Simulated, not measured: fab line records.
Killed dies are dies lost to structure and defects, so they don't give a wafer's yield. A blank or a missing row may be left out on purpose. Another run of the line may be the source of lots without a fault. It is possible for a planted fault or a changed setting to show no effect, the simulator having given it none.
One fault seen from 2 desks    flow n5 finfet    each desk holds nothing but its own numbers, with what lay behind them at the end

## THE TOOL OWNER'S DESK: rie diel-02
The tool's own readings at N5_SD_EPI_N_ETCH_34 (etches SiARC in CF4, target depth 45.5 nm, time 75.8 s): means of the sampled wafers that have a number, for each lot that ran on this tool. Marked OUT: a lot whose mean sits more than 4 standard deviations from the usual mean, which makes it out of limits; the brackets give that distance.
Columns: A = cf4 flow sccm at N5_SD_EPI_N_ETCH_34, usual 100.01 sccm; B = drypump motor current A at N5_SD_EPI_N_ETCH_34, usual 5.6 A; C = etch rf on time s at N5_SD_EPI_N_ETCH_34, usual 76.3 s; D = oes product au at N5_SD_EPI_N_ETCH_34, usual 0.67 a.u.; E = rf vpp V at N5_SD_EPI_N_ETCH_34, usual 184.4 V; F = showerhead plenum p Torr at N5_SD_EPI_N_ETCH_34, usual 2.15 Torr; G = throttle valve pct at N5_SD_EPI_N_ETCH_34, usual 15.58 %
lot   first seen here  A       B    C                D     E      F     G
L232  day 3 10:49      99.98   5.2  74.8             0.71  184.5  2.19  15.41
L237  day 4 13:18      99.90   5.8  74.6             0.68  184.2  2.15  15.52
L241  day 5 14:41      99.85   5.6  93.6 (+9.1) OUT  0.60  183.9  2.17  15.48
L242  day 5 21:14      100.04  5.5  93.4 (+9.0) OUT  0.59  184.9  2.17  15.49
This desk's finding: out of limits on L241, L242; first on L241, day 5 14:41 (etch rf on time s at N5_SD_EPI_N_ETCH_34). In limits: L232, L237.

## METROLOGY DESK
What the gauges read, lot by lot, whatever tool the lot ran on: means of the sampled wafers that have a number. Marked OUT: a lot whose mean sits more than 4 standard deviations from the usual mean, which makes it out of limits; the brackets give that distance. Only the readings that lie furthest out on some lot appear, 7 of the 10 it has.
Columns: A = DIBL_N at N5_BEOL_M4_RC_MEAS_101, usual 37.1 mV/V; B = IOFF_N at N5_BEOL_M4_RC_MEAS_101, usual 0.18 nA/um; C = IOFF_P at N5_BEOL_M4_RC_MEAS_101, usual 0.21 nA/um; D = SS_N at N5_BEOL_M4_RC_MEAS_101, usual 72.1 mV/dec; E = SS_P at N5_BEOL_M4_RC_MEAS_101, usual 73.4 mV/dec; F = VT_N at N5_BEOL_M4_RC_MEAS_101, usual 250 mV; G = VT_P at N5_BEOL_M4_RC_MEAS_101, usual -251 mV
lot   first seen here  A     B     C     D     E     F    G
L232  day 8 14:59      36.9  0.16  0.23  72.1  73.1  251  -250
L233  day 9 08:23      36.1  0.16  0.21  72.1  72.7  251  -249
L234  day 9 13:48      37.4  0.20  0.24  72.2  73.4  247  -248
L237  day 9 18:23      36.2  0.16  0.19  72.0  73.5  251  -253
L242  day 10 18:41     37.0  0.20  0.21  72.4  73.7  247  -250
L241  day 10 18:53     37.7  0.19  0.21  72.4  74.1  250  -252
L251  day 13 00:14     38.7  0.22  0.22  72.9  74.3  248  -251
L253  day 13 21:37     35.3  0.15  0.17  71.4  73.1  251  -256
L254  day 14 00:27     36.8  0.16  0.19  71.5  73.4  252  -253
This desk's finding: nothing out of limits on any of the 9 lots.

## BROUGHT TOGETHER
The tool owner's desk had the chance to raise an alarm at day 5 14:41 on L241, L242.
The metrology desk saw nothing out of limits.
The metrology desk holds a record of L241, L242, inside its limits.
The lots listed all ran N5_SD_EPI_N_ETCH_34 on rie diel-02.

## WHAT THE SIMULATOR HAD INSERTED
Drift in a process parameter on rie diel-02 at N5_SD_EPI_N_ETCH_34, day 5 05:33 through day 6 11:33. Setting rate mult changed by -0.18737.
Shown lots that were struck: L241, L242.
Hours from the fault's start to each desk's first reading out of limits: the tool owner's desk, 9.
